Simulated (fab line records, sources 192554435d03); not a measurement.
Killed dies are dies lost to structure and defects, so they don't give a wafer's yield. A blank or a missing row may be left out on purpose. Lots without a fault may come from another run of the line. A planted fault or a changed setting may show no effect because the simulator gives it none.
One fault seen from 2 desks | flow n5_finfet | each desk has only its own numbers; what lay behind them comes last

THE TOOL OWNER'S DESK: pecvd-04
The tool's own readings at N5_BEOL_M2_PECVD_72 (deposits SiO2 from TEOS/O2, target thk 16 nm, time 18 s): means of the sampled wafers that have a number, for each lot that ran on this tool. A lot is out of limits, marked OUT, if its mean lies more than 4 standard deviations from the usual mean; the brackets give that distance.
Columns: A = heater_power_w at N5_BEOL_M2_PECVD_72, usual 673 W; B = showerhead_plenum_p_Torr at N5_BEOL_M2_PECVD_72, usual 8.80 Torr; C = throttle_valve_pct at N5_BEOL_M2_PECVD_72, usual 23.0 %
lot  | first seen here | A   | B    | C
L839 | day 8 23:34     | 637 | 8.79 | 22.6
This desk's finding: nothing out of limits on the one lot.

THE METROLOGY DESK
What the gauges read, lot by lot, whatever tool the lot ran on: means of the sampled wafers that have a number. A lot is out of limits, marked OUT, if its mean lies more than 4 standard deviations from the usual mean; the brackets give that distance. Of its 10 readings 7 are shown: those that lie furthest out on some lot.
Columns: A = DIBL_N at N5_BEOL_M4_RC_MEAS_101, usual 36.1 mV/V; B = DIBL_P at N5_BEOL_M4_RC_MEAS_101, usual 36.1 mV/V; C = IOFF_N at N5_BEOL_M4_RC_MEAS_101, usual 0.159 nA/um; D = IOFF_P at N5_BEOL_M4_RC_MEAS_101, usual 0.21 nA/um; E = ION_N at N5_BEOL_M4_RC_MEAS_101, usual 675 uA/um; F = ION_P at N5_BEOL_M4_RC_MEAS_101, usual 464 uA/um; G = VT_P at N5_BEOL_M4_RC_MEAS_101, usual -250 mV
lot  | first seen here | A    | B    | C     | D    | E   | F   | G
L830 | day 7 14:54     | 36.5 | 36.8 | 0.137 | 0.20 | 661 | 460 | -252
L831 | day 8 06:20     | 36.5 | 35.3 | 0.152 | 0.19 | 667 | 455 | -251
L832 | day 8 08:42     | 35.3 | 35.0 | 0.146 | 0.21 | 680 | 468 | -249
L834 | day 9 00:53     | 35.5 | 35.6 | 0.153 | 0.20 | 679 | 467 | -250
L839 | day 10 04:53    | 37.3 | 36.9 | 0.161 | 0.24 | 676 | 470 | -246
L844 | day 11 09:25    | 36.7 | 35.8 | 0.177 | 0.19 | 685 | 459 | -253
L845 | day 11 15:29    | 35.3 | 33.8 | 0.144 | 0.18 | 675 | 463 | -253
L846 | day 12 02:38    | 34.1 | 33.7 | 0.131 | 0.19 | 665 | 461 | -251
L848 | day 12 10:04    | 36.3 | 37.8 | 0.182 | 0.23 | 688 | 466 | -248
L850 | day 12 17:18    | 37.5 | 37.8 | 0.191 | 0.28 | 693 | 479 | -242
This desk's finding: nothing out of limits on any of the 10 lots.

PUT TOGETHER
The tool owner's desk saw nothing out of limits.
The metrology desk saw nothing out of limits.

WHAT THE SIMULATOR HAD PUT IN
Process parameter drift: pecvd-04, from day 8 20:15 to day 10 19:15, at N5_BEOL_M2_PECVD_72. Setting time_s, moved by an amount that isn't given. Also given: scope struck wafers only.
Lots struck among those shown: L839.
